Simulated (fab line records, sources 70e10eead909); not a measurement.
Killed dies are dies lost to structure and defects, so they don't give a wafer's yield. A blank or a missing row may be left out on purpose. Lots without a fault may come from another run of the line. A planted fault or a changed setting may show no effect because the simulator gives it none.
Which tool did it? | flow nand_harc | 12 lots, 36 wafers sampled, at 5 steps of a route of 1159

WHAT THE GAUGES READ, wafer by wafer
NHARC_END_SORT_01. Usual: defect_limited_yield 95.6 %, standard deviation 1.4; killed_at_array 26, standard deviation 9; killed_at_other 0.8, standard deviation 1.2; killed_at_periphery 3.2, standard deviation 2.3; killed_dies 30, standard deviation 9.1; killed_open 3.5, standard deviation 2; killed_short 1.8, standard deviation 1.4; sort_bin_2_pct 1.4 %, standard deviation 0.59; sort_bin_3_pct 0.25 %, standard deviation 0.22; sort_bin_4_pct 2.8 %, standard deviation 0.91; sort_n_pass 647, standard deviation 9.1; sort_rim_yield_pct 95.4 %, standard deviation 3; sort_yield_pct 95.6 %, standard deviation 1.4.
lot  | measured     | on        | defect_limited_yield (%) | killed_at_array | killed_at_other | killed_at_periphery | killed_dies | killed_open | killed_short | sort_bin_2_pct (%) | sort_bin_3_pct (%) | sort_bin_4_pct (%) | sort_n_pass | sort_rim_yield_pct (%) | sort_yield_pct (%) | flag
L681 | day 21 21:46 | prober-01 | 95.1 96.6 95.9           | 29 21 25        | 1 0 0           | 3 2 3               | 33 23 28    | 3 2 2       | 3 1 3        | 1.6 1.0 1.8        | 0 0.30 0.44        | 3.2 2.1 1.9        | 644 654 649 | 95.3 100.0 97.2        | 95.1 96.6 95.9     |
L683 | day 21 11:22 | prober-02 | 93.9 96.0 96.8           | 39 25 22        | 1 0 0           | 1 2 0               | 41 27 22    | 4 3 2       | 0 2 1        | 1.9 2.1 0.6        | 0.44 0.30 0.30     | 3.7 1.6 2.4        | 636 650 655 | 98.1 98.1 100.0        | 93.9 96.0 96.8     |
L688 | day 23 02:52 | prober-01 | 0 95.7 96.2              | 26 23 21        | 0 3 2           | 651 3 3             | 677 29 26   | 3 2 3       | 1 4 2        | 97.0 1.8 1.0       | 0.15 0.44 0.15     | 2.8 2.1 2.7        | 0 648 651   | 0 96.2 93.4            | 0 95.7 96.2        | OFF
L691 | day 23 15:35 | prober-02 | 94.1 91.4 0              | 35 52 38        | 1 0 1           | 4 6 638             | 40 58 677   | 1 9 0       | 2 2 3        | 2.4 3.2 96.5       | 0 0.59 0.15        | 3.5 4.7 3.4        | 637 619 0   | 92.5 92.5 0            | 94.1 91.4 0        | OFF

WHICH TOOL RAN EACH LOT (tool, then ch and the chambers of the sampled wafers, then the start)
lot  | NHARC_P_BONDPAD_ECD_18         | NHARC_THIN_TSV_ETCH_44             | NHARC_THIN_TSV_STRIP_45              | NHARC_THIN_TSV_STRIP_62
L673 | ecd_cu-02 ch 0,1, day 6 10:41  | rie_diel-13 ch 1,3, day 18 19:14   | plasma_asher-02 ch 1, day 18 20:04   | plasma_asher-01 ch 0,1, day 18 21:35
L675 | ecd_cu-01 ch 0,1, day 7 01:52  | rie_diel-12 ch 0,1,2, day 19 07:20 | plasma_asher-02 ch 0,1, day 19 08:12 | plasma_asher-02 ch 0,1, day 19 09:44
L674 | ecd_cu-02 ch 0,1, day 7 02:42  | rie_diel-13 ch 0,1,2, day 19 06:08 | plasma_asher-02 ch 0,1, day 19 06:52 | plasma_asher-01 ch 1, day 19 08:24
L676 | ecd_cu-01 ch 0,1, day 7 04:05  | rie_diel-12 ch 0,2,3, day 19 08:32 | plasma_asher-01 ch 0,1, day 19 09:21 | plasma_asher-01 ch 0,1, day 19 10:55
L678 | ecd_cu-01 ch 0,1, day 7 15:44  | rie_diel-12 ch 1,2,3, day 19 21:35 | plasma_asher-02 ch 0,1, day 19 22:16 | plasma_asher-02 ch 0,1, day 20 01:31
L677 | ecd_cu-02 ch 0, day 7 15:53    | rie_diel-12 ch 0,1,3, day 19 22:51 | plasma_asher-02 ch 0,1, day 20 01:17 | plasma_asher-02 ch 0, day 20 02:56
L681 | ecd_cu-02 ch 0,1, day 8 20:14  | rie_diel-04 ch 1,2,3, day 21 06:34 | plasma_asher-02 ch 0,1, day 21 07:20 | plasma_asher-02 ch 0,1, day 21 08:55
L683 | ecd_cu-02 ch 0,1, day 9 04:03  | rie_diel-12 ch 1,2, day 20 22:03   | plasma_asher-01 ch 0,1, day 20 22:50 | plasma_asher-02 ch 0,1, day 21 00:27
L684 | ecd_cu-01 ch 0, day 9 22:34    | rie_diel-12 ch 0,3, day 21 17:41   | plasma_asher-02 ch 0,1, day 21 18:31 | plasma_asher-01 ch 1, day 21 20:12
L688 | ecd_cu-02 ch 0,1, day 10 14:38 | rie_diel-04 ch 0,1, day 22 11:55   | plasma_asher-02 ch 1, day 22 12:46   | plasma_asher-02 ch 0, day 22 14:44
L691 | ecd_cu-02 ch 0,1, day 11 12:15 | rie_diel-12 ch 0,2, day 23 01:35   | plasma_asher-01 ch 0, day 23 02:19   | plasma_asher-01 ch 0,1, day 23 03:52
L692 | ecd_cu-01 ch 0,1, day 11 12:32 | rie_diel-13 ch 0,2,3, day 23 21:51 | plasma_asher-01 ch 0,1, day 23 22:35 | plasma_asher-02 ch 0,1, day 24 00:08
- NHARC_P_BONDPAD_ECD_18: material Cu, target thk 400 nm.
- NHARC_THIN_TSV_ETCH_44: etches the open film in CF4/O2, target depth 1594.2 nm, time 797.1 s.
- NHARC_THIN_TSV_STRIP_45: strips in O2.
- NHARC_THIN_TSV_STRIP_62: strips in N2/H2, time 20 s.

WHAT THE TOOLS THEMSELVES READ (means of the sampled wafers that have a number; where no wafer has one, the mark that the record gives instead)
NHARC_THIN_TSV_ETCH_44. Usual: drypump_motor_current_A 5.6 A, standard deviation 0.4; oes_product_au 1.000 a.u., standard deviation 0.011; rf_vpp_V 795 V, standard deviation 4.9; showerhead_plenum_p_Torr 1.84 Torr, standard deviation 0.078; throttle_valve_pct 16.912 %, standard deviation 0.0084.
lot  | tool        | drypump_motor_current_A (A) | oes_product_au (a.u.) | rf_vpp_V (V) | showerhead_plenum_p_Torr (Torr) | throttle_valve_pct (%) | flag
L673 | rie_diel-13 | 5.6                         | 1.006                 | 794          | 1.83                            | 16.913                 |
L675 | rie_diel-12 | 5.6                         | 0.998                 | 792          | 1.79                            | 16.905                 |
L674 | rie_diel-13 | 5.7                         | 0.996                 | 793          | 1.81                            | 16.919                 |
L676 | rie_diel-12 | 5.9                         | 0.989                 | 795          | 1.85                            | 16.908                 |
L678 | rie_diel-12 | 5.4                         | 0.996                 | 795          | 1.85                            | 16.914                 |
L677 | rie_diel-12 | 5.6                         | 0.992                 | 794          | 1.82                            | 16.910                 |
L681 | rie_diel-04 | 5.5                         | 0.996                 | 796          | 1.85                            | 16.904                 |
L683 | rie_diel-12 | 5.1                         | 1.005                 | 790          | 1.78                            | 16.908                 |
L684 | rie_diel-12 | 6.0                         | 1.003                 | 794          | 1.83                            | 16.912                 |
L688 | rie_diel-04 | 5.8                         | 0.980                 | 798          | 1.88                            | 16.916                 |
L691 | rie_diel-12 | 6.0                         | 0.998                 | 792          | 1.81                            | 16.904                 |
L692 | rie_diel-13 | 5.8                         | 1.009                 | 797          | 1.88                            | 16.913                 |

NHARC_THIN_TSV_STRIP_45. Usual: drypump_motor_current_A 6.0 A, standard deviation 0.4; heater_power_w 299 W, standard deviation 16.
lot  | tool            | drypump_motor_current_A (A) | heater_power_w (W) | flag
L673 | plasma_asher-02 | 5.8                         | 283                |
L675 | plasma_asher-02 | 6.0                         | 293                |
L674 | plasma_asher-02 | 6.0                         | 298                |
L676 | plasma_asher-01 | 5.6                         | 310                |
L678 | plasma_asher-02 | 6.0                         | 294                |
L677 | plasma_asher-02 | 6.2                         | 304                |
L681 | plasma_asher-02 | 6.2                         | 303                |
L683 | plasma_asher-01 | 5.8                         | 288                |
L684 | plasma_asher-02 | 6.2                         | 305                |
L688 | plasma_asher-02 | 5.8                         | 284                |
L691 | plasma_asher-01 | 6.2                         | 281                |
L692 | plasma_asher-01 | 5.9                         | 292                |

NHARC_THIN_TSV_STRIP_62. Usual: drypump_motor_current_A 5.9 A, standard deviation 0.41; heater_power_w 300 W, standard deviation 15.
lot  | tool            | drypump_motor_current_A (A) | heater_power_w (W) | flag
L673 | plasma_asher-01 | 5.6                         | 309                |
L675 | plasma_asher-02 | 6.2                         | 307                |
L674 | plasma_asher-01 | 5.3                         | 314                |
L676 | plasma_asher-01 | 5.9                         | 300                |
L678 | plasma_asher-02 | 6.2                         | 311                |
L677 | plasma_asher-02 | 6.4                         | 321                |
L681 | plasma_asher-02 | 6.2                         | 307                |
L683 | plasma_asher-02 | 6.2                         | 306                |
L684 | plasma_asher-01 | 5.3                         | 300                |
L688 | plasma_asher-02 | 6.4                         | 318                |
L691 | plasma_asher-01 | 5.7                         | 294                |
L692 | plasma_asher-02 | 6.2                         | 314                |

THE ANSWER, worked out from the rows above alone
Rule: a lot is off if the mean of its wafers that have a number lies more than 3 standard deviations from the usual mean. A lot without any number at a reading at which 4 lots or more have one is off too. The other lots that the step has rows for count as sound. The gauges are gone through in route order, then the tools' own readings, and for those a lot's mean is taken as printed above. The first step at which some lot is off is used, and at that step the reading that is off furthest; a lot without a number counts as furthest.
Off: L688, L691, at NHARC_END_SORT_01 (killed_at_periphery). Neither off nor sound, because the step has no rows for them: L673, L675, L674, L676, L678, L677, L684, L692.
A tool fits if, at a process step before that reading, it ran every lot that is off, and no sound lot after the first of them. The gauges at NHARC_END_SORT_01 are tried like those tools. One fits: ecd_cu-02 at NHARC_P_BONDPAD_ECD_18. Its last sound lot is L683 (day 9 04:03), its first lot that is off L688 (day 10 14:38): a fault that began between those two fits.

WHAT THE SIMULATOR HAD PUT IN
Process parameter drift: ecd_cu-02, from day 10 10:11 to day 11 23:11, at NHARC_P_BONDPAD_ECD_18. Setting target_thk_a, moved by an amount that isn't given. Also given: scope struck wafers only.
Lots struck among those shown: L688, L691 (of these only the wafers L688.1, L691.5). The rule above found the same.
